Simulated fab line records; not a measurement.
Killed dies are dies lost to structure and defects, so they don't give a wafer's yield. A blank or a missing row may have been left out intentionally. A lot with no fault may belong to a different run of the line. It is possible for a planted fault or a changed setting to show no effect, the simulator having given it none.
Matching of chambers    flow n5-finfet    pecvd-04 running N5_BEOL_M14_DEP_53: 3 sister chambers
The step deposits SiCN from 3MS/NH3, target thk 50 nm, time 17.8 s. 22 wafers are shown with their chamber, then 11 later ones without.

WAFERS, EACH WITH ITS CHAMBER
wafer   chamber  throttle-valve-pct (%)  showerhead-plenum-p-Torr (Torr)
L074.1  0        17.1                    4.162
L074.3  1        19.1                    4.129
L074.5  2        17.2                    4.184
L075.1  2        17.3                    4.192
L075.4  2        17.2                    4.187
L075.6  0        17.1                    4.158
L082.1  1        19.2                    4.140
L082.3  2        17.6                    4.180
L082.6  0        17.1                    4.159
L083.1  2        17.2                    4.191
L083.2  0        17.1                    4.151
L083.3  1        19.4                    4.150
L085.3  0        17.1                    4.142
L085.5  2        17.3                    4.189
L085.6  1        19.2                    4.137
L086.1  2        17.5                    4.181
L086.4  1        19.5                    4.142
L086.5  0        16.9                    4.155
L089.2  1        19.5                    4.147
L089.3  0        17.2                    4.159
L089.5  2        17.5                    4.185
L090.1  2        17.6                    4.187

SIGNATURES, as means of the wafers listed above
reading                   chamber 0  chamber 1  chamber 2  scatter within a chamber
throttle-valve-pct        17.086     19.317     17.378     0.151
showerhead-plenum-p-Torr  4.15514    4.14083    4.18622    0.00603
Rule: for a wafer and a chamber, the distance is found by dividing, reading by reading, the gap between the wafer's reading and the chamber's mean by the reading's scatter, squaring, summing and taking the root. The wafer belongs to the nearest chamber; if the next one is less than 2 further off, it can't be placed. The scatter is the square root of a quotient: the sum, over the shown wafers, of each reading's squared deviation from its chamber's mean, divided by wafers minus chambers.

WAFERS MISSING THEIR CHAMBER
wafer   throttle-valve-pct (%)  showerhead-plenum-p-Torr (Torr)
L090.3  19.6                    4.129
L090.6  17.5                    4.174
L093.1  19.2                    4.140
L093.3  17.6                    4.188
L093.5  17.3                    4.159
L097.1  19.3                    4.138
L097.3  17.7                    4.182
L097.4  19.2                    4.134
L096.3  17.6                    4.188
L096.4  19.4                    4.137
L096.5  17.4                    4.160

CHAMBER TAKEN BY EACH
wafer   from the rows above      in truth
L090.3  1                        1
L090.6  can't be placed: 2 or 0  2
L093.1  1                        1
L093.3  2                        2
L093.5  0                        0
L097.1  1                        1
L097.3  2                        2
L097.4  1                        1
L096.3  2                        2
L096.4  1                        1
L096.5  0                        0
Correct placement for 10 of the 11. Not placeable from these rows: 1 (in 1, the candidates include the true chamber). Number placed wrongly: 0.
